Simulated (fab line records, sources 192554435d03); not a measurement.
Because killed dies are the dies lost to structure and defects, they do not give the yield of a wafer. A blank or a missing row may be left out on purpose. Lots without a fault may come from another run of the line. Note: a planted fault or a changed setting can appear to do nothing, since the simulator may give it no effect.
Comparing a struck lot with a sound one / flow n5_finfet / 15 steps out of a route of 1938
Sound: these wafers, L659.1, L659.3, L659.5. Struck: wafer L674.4. (L674.1 of the same lot was not struck and is left out.) The cause comes at the end.
Each step with rows lists, per side, the tool, then ch with its chambers, then its first start. Under that, the readings that differ: sound wafers / struck wafers / difference of the means / sigmas: that difference in standard deviations of wafers without a fault.
alike: same words and numbers on both sides, and readings whose means sit less than 2 such deviations apart. not compared: any withheld reading, any reading some wafer has no value for, any bound like >300 that may hide the same value, and any number with overlapping values for which the record gives no deviation.
Wherever a step has rows on one side only, a row that says differs or no value, or a row with sigmas, the two part there. Numbers that don't overlap but have no deviation are shown without sigmas and don't part them. A reading missing from all wafers of one side parts the sides only when that side holds two or more wafers.

first, 6 steps without rows for these wafers: N5_BEOL_M4_COAT_05 (resist thk 30 nm); N5_BEOL_M4_EBR_07; N5_BEOL_M4_SOFTBAKE_06 (time 60 s); N5_BEOL_M4_EXPOSE_08 (exposes mask M4); N5_BEOL_M4_PEB_09 (peb time 60 s); N5_BEOL_M4_DEVELOP_10 (develop time 30 s).
N5_BEOL_M4_CD_MEAS_11: the cd target is 16.79 nm.
  sound on cd_sem-01 ch 0, day 9 06:23; struck on cd_sem-01 ch 0, day 13 07:53
  alike: cd_nm
N5_BEOL_M4_OVL_MEAS_12:
  sound on overlay-01 ch 0, day 9 06:25; struck on overlay-01 ch 0, day 13 07:55
  alike: M4_OVL
N5_BEOL_M4_INSPECT_13: inspects for defects (brightfield).
  sound on defect_inspect-02 at day 9 06:28; struck on defect_inspect-02 at day 13 07:58
  alike: raw_defect_count
N5_BEOL_M4_DESCUM_16: chemistry O2, time 7 s.
  sound on rie_diel-03 ch 0,1,2, day 9 06:31; struck on rie_diel-03 ch 0, day 13 08:04
  alike: drypump_motor_current_A, o2_flow_sccm, oes_product_au, rf_vpp_V, showerhead_plenum_p_Torr, temp_c, throttle_valve_pct
  not compared: rf_hours_counter_h
N5_BEOL_M4_ETCH_74: etches underlayer in N2/H2, target depth 6.5 nm, time 5.2 s.
  sound on rie_diel-03 ch 0,1,2, day 9 06:32; struck on rie_diel-03 ch 0, day 13 08:05
reading=bias_w (W); sound=150.9 150.2 150.1; struck=148.9; difference=-1.5; sigmas=-3
  alike: drypump_motor_current_A, etch_rf_on_time_s, oes_product_au, rf_vpp_V, showerhead_plenum_p_Torr, throttle_valve_pct
  not compared: rf_hours_counter_h
N5_BEOL_M4_ETCH_63: etches SiARC in CF4, target depth 15.6 nm, time 26 s.
  sound on rie_diel-03 ch 0,1,2, day 9 06:34; struck on rie_diel-03 ch 0, day 13 08:07
reading=bias_w (W); sound=36.17 35.95 36.12; struck=35.86; difference=-0.22; sigmas=-2
  alike: drypump_motor_current_A, etch_rf_on_time_s, oes_product_au, rf_vpp_V, showerhead_plenum_p_Torr, throttle_valve_pct
  not compared: rf_hours_counter_h
N5_BEOL_M4_ETCH_64: etches SOC in N2/H2, target depth 75 nm, overetch 22.5 nm, time 121.9 s.
  sound on rie_diel-03 ch 0,1,2, day 9 06:35; struck on rie_diel-03 ch 0, day 13 08:08
reading=model.SiARC_of_BEOL_M4_COAT_62.thk_nm (nm); sound=5.8 6.4 6; struck=7.4; difference=+1.3; sigmas=
  alike: bias_w, drypump_motor_current_A, oes_product_au, rf_vpp_V, showerhead_plenum_p_Torr, temp_c, throttle_valve_pct
  not compared: rf_hours_counter_h
then, 1 step without rows for these wafers: N5_BEOL_M4_STRIP_65 (strips in N2/H2).
N5_BEOL_M4_RC_MEAS_101:
  sound on prober-01 ch 0, day 10 01:20; struck on prober-01 ch 0, day 14 01:01
  alike: DIBL_N, DIBL_P, IOFF_N, IOFF_P, ION_N, ION_P, SS_N, SS_P, VT_N, VT_P

WHERE THEY PART
Earliest at N5_BEOL_M4_ETCH_74; latest, in this record, at N5_BEOL_M4_ETCH_63. Later steps at which nothing parts them and some readings are alike: N5_BEOL_M4_ETCH_64, N5_BEOL_M4_RC_MEAS_101.

WHY: whatever the simulator had introduced
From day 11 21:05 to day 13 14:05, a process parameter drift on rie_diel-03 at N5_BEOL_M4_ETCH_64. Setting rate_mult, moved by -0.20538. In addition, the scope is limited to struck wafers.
